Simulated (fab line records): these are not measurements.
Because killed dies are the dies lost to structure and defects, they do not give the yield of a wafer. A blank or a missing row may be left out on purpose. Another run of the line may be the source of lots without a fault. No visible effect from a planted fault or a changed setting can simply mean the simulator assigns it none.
One fault seen from 2 desks | flow nand harc | numbers are kept per desk, each desk with only its own; the story behind them comes last

METROLOGY DESK
Means of the sampled wafers that have a number, per lot and without regard to the tool the lot ran on: this is what the gauges read. The brackets show how far a lot's mean lies from the usual mean; more than 4 standard deviations puts the lot out of limits, marked OUT.
Columns: A = cd nm at NHARC_THIN_TSV_CD_MEAS_37, usual 4998.1 nm
lot  | first seen here | A
L274 | day 24 20:56    | 5000.6
L278 | day 25 07:19    | 4999.6
L277 | day 25 14:53    | 4997.8
L279 | day 26 15:50    | 4997.8
L284 | day 28 19:54    | 4997.1
L285 | day 29 09:47    | 4999.0
L286 | day 29 20:04    | 4998.2
L287 | day 30 03:29    | 4996.3
L288 | day 30 04:33    | 4997.4
L289 | day 30 17:22    | 4999.8
L290 | day 31 09:06    | 4995.6
L294 | day 32 20:41    | 4995.5
Result from this desk: across the 12 lots, nothing is out of limits.

FOR THE TOOL OWNER'S DESK: pvd sputter-03
The tool's own readings at NHARC_P_M1_PVD_21 (deposits Cu, target thk 30 nm, time 20.49 s): means of the sampled wafers that have a number, for each lot that ran on this tool. The brackets show how far a lot's mean lies from the usual mean; more than 4 standard deviations puts the lot out of limits, marked OUT.
Columns: A = throttle valve pct at NHARC_P_M1_PVD_21, usual 29.7 %
lot  | first seen here | A
L274 | day 6 19:35     | 29.9
L279 | day 8 22:03     | 30.2
L284 | day 10 18:32    | 29.7
L285 | day 11 08:46    | 30.0
L287 | day 12 03:44    | 30.1
L288 | day 12 10:40    | 29.9
L290 | day 13 13:04    | 30.2
L294 | day 14 23:11    | 30.3
Result from this desk: across the 8 lots, nothing is out of limits.

TAKEN TOGETHER
From the metrology desk's view, nothing was out of limits.
The desk of the tool owner found nothing out of limits.

WHAT WAS PUT IN BY THE SIMULATOR
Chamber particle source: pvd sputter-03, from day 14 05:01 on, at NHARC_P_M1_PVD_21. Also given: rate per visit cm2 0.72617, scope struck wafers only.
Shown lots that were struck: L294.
